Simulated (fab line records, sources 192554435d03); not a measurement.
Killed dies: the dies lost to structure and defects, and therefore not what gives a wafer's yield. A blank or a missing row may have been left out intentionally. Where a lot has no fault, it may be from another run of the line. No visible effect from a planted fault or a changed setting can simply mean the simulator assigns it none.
Chamber matching | flow n5_finfet | N5_BEOL_M6_STRIP_67 on rie_diel-02 has 4 sister chambers
The step strips in CF4. 22 wafers are shown with their chamber, then 11 later ones without.

== EACH WAFER AND ITS CHAMBER ==
wafer  | chamber | drypump_motor_current_A (A) | throttle_valve_pct (%) | showerhead_plenum_p_Torr (Torr)
L074.1 | 2       | 5.0                         | 13.90                  | 1.71
L074.5 | 0       | 5.6                         | 13.89                  | 1.79
L074.6 | 1       | 5.3                         | 13.30                  | 1.76
L076.4 | 0       | 5.6                         | 13.90                  | 1.79
L076.5 | 0       | 5.6                         | 13.91                  | 1.79
L076.6 | 3       | 4.9                         | 13.68                  | 1.79
L077.1 | 1       | 5.4                         | 13.31                  | 1.76
L077.2 | 3       | 4.9                         | 13.66                  | 1.79
L077.3 | 2       | 5.0                         | 13.92                  | 1.71
L077.4 | 0       | 5.6                         | 13.92                  | 1.79
L077.5 | 3       | 4.9                         | 13.65                  | 1.79
L077.6 | 0       | 5.6                         | 13.90                  | 1.79
L078.1 | 2       | 5.0                         | 13.90                  | 1.71
L078.4 | 3       | 4.9                         | 13.67                  | 1.79
L078.6 | 1       | 5.3                         | 13.30                  | 1.76
L083.1 | 0       | 5.6                         | 13.92                  | 1.78
L083.2 | 3       | 4.9                         | 13.68                  | 1.79
L083.6 | 1       | 5.4                         | 13.34                  | 1.76
L086.1 | 3       | 4.9                         | 13.71                  | 1.79
L086.3 | 1       | 5.3                         | 13.35                  | 1.75
L086.4 | 2       | 5.0                         | 13.96                  | 1.70
L088.1 | 2       | 5.0                         | 13.94                  | 1.70

SIGNATURES (averages over the wafers above)
reading                  | chamber 0 | chamber 1 | chamber 2 | chamber 3 | scatter within a chamber
drypump_motor_current_A  | 5.600     | 5.340     | 5.000     | 4.900     | 0.0258
throttle_valve_pct       | 13.9067   | 13.3200   | 13.9240   | 13.6750   | 0.0208
showerhead_plenum_p_Torr | 1.7883    | 1.7580    | 1.7060    | 1.7900    | 0.00397
Rule: for a wafer and a chamber, the distance is found by dividing, reading by reading, the gap between the wafer's reading and the chamber's mean by the reading's scatter, squaring, summing and taking the root. The wafer belongs to the nearest chamber; if the next one is less than 2 further off, it can't be placed. How the scatter is found: for the shown wafers, subtract from each reading the mean of its chamber, square and add these, divide the total by (wafers less chambers), then take the root.

== WAFERS WHOSE CHAMBER IS MISSING ==
wafer  | drypump_motor_current_A (A) | throttle_valve_pct (%) | showerhead_plenum_p_Torr (Torr)
L088.2 | 5.4                         | 13.35                  | 1.75
L088.3 | 4.9                         | 13.69                  | 1.79
L087.3 | 5.6                         | 13.95                  | 1.78
L087.5 | 5.6                         | 13.95                  | 1.78
L087.6 | 4.9                         | 13.71                  | 1.79
L091.3 | 4.9                         | 13.72                  | 1.79
L091.4 | 5.0                         | 13.97                  | 1.70
L091.6 | 5.6                         | 13.98                  | 1.78
L093.1 | 5.6                         | 13.97                  | 1.78
L093.4 | 5.4                         | 13.39                  | 1.75
L093.6 | 5.0                         | 13.98                  | 1.70

== WHICH CHAMBER EACH WENT THROUGH ==
wafer  | from the rows above | in truth
L088.2 | 1                   | 1
L088.3 | 3                   | 3
L087.3 | 0                   | 0
L087.5 | 0                   | 0
L087.6 | 3                   | 3
L091.3 | 3                   | 3
L091.4 | 2                   | 2
L091.6 | 0                   | 0
L093.1 | 0                   | 0
L093.4 | 1                   | 1
L093.6 | 2                   | 2
11 of 11 placed correctly. Number that these rows cannot place: 0. Wrongly placed: 0.
